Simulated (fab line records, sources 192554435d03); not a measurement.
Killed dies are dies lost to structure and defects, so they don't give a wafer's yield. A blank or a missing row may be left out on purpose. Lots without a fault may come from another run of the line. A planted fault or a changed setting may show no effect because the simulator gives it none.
A struck lot beside a sound one | flow n5_finfet | 14 steps out of a route of 1938
Sound: wafers L377.1, L377.2, L377.3. Struck: wafer L385.2. (L385.1, L385.4 of the same lot were not struck and are left out.) The cause comes at the end.
At each step with rows: each side's tool, then ch and its chambers, then its first start. Under that, the readings that differ: sound wafers | struck wafers | difference of the means | sigmas: that difference in standard deviations of wafers without a fault.
alike: readings whose means differ by less than 2 such deviations, and words and numbers that are the same on both sides. not compared: withheld readings, readings that some wafer has no value for, bounds like >300 that may hide the same value, and numbers for which the record gives no deviation and whose values overlap.
The two part at a step that has a row with sigmas, a row that says differs or no value, or rows on one side only. Numbers that don't overlap but have no deviation are shown without sigmas and don't part them. A reading that every wafer of one side lacks parts them only if that side has two wafers or more.

first, 7 steps without rows for these wafers: N5_BEOL_M11_COAT_64 (time 60 s, resist thk 30 nm); N5_BEOL_M11_COAT_22 (resist thk 90 nm); N5_BEOL_M11_EBR_24; N5_BEOL_M11_SOFTBAKE_23 (time 60 s); N5_BEOL_M11_EXPOSE_25 (exposes mask V10); N5_BEOL_M11_PEB_26 (peb time 60 s); N5_BEOL_M11_DEVELOP_27 (develop time 30 s).
N5_BEOL_M11_CD_MEAS_28: target cd 70 nm.
  sound on cd_sem-01 ch 0, day 12 13:23; struck on cd_sem-02 ch 0, day 14 03:00
  alike: cd_nm
N5_BEOL_M11_OVL_MEAS_29:
  sound on overlay-01 ch 0, day 12 13:25; struck on overlay-01 ch 0, day 14 03:02
  alike: V10_OVL
N5_BEOL_M11_INSPECT_30: inspects for defects (brightfield).
  sound on defect_inspect-01, day 12 13:27; struck on defect_inspect-02, day 14 03:04
  alike: raw_defect_count
N5_BEOL_M11_DESCUM_33: chemistry O2, time 7.9 s.
  sound on rie_diel-03 ch 0,1,3, day 12 13:45; struck on rie_diel-03 ch 3, day 14 03:39
  reading      | sound             | struck | difference | sigmas
  rf_vpp_V (V) | 244.0 242.6 240.4 | 244.7  | +2.4       | +2
  alike: chamber_pressure_mTorr, drypump_motor_current_A, oes_product_au, showerhead_plenum_p_Torr, throttle_valve_pct
  not compared: rf_hours_counter_h
N5_BEOL_M11_ETCH_65: etches SiARC in CF4, target depth 39 nm, time 65 s.
  sound on rie_diel-03 ch 0,1,3, day 12 13:47; struck on rie_diel-03 ch 3, day 14 03:41
  alike: chamber_pressure_mTorr, drypump_motor_current_A, etch_rf_on_time_s, oes_product_au, rf_vpp_V, showerhead_plenum_p_Torr, throttle_valve_pct
  not compared: rf_hours_counter_h
N5_BEOL_M11_ETCH_66: etches SOC in N2/H2, target depth 120 nm, overetch 24 nm, time 180 s.
  sound on rie_diel-03 ch 0,1,3, day 12 13:50; struck on rie_diel-03 ch 3, day 14 03:44
  reading                                     | sound             | struck | difference | sigmas
  run_length_s (s)                            | 202.3 203.7 203.3 | 316.8  | +113.7     | +99 or more
  model.SiARC_of_BEOL_M11_COAT_64.thk_nm (nm) | 23 22.8 22.8      | 18.4   | -4.5       |
  alike: chamber_pressure_mTorr, drypump_motor_current_A, oes_product_au, rf_vpp_V, showerhead_plenum_p_Torr, throttle_valve_pct
  not compared: rf_hours_counter_h
then, 1 step without rows for these wafers: N5_BEOL_M11_STRIP_69 (strips in N2/H2).

WHERE THEY PART
First at N5_BEOL_M11_DESCUM_33; last, within this record, at N5_BEOL_M11_ETCH_66.

WHY: what the simulator had put in
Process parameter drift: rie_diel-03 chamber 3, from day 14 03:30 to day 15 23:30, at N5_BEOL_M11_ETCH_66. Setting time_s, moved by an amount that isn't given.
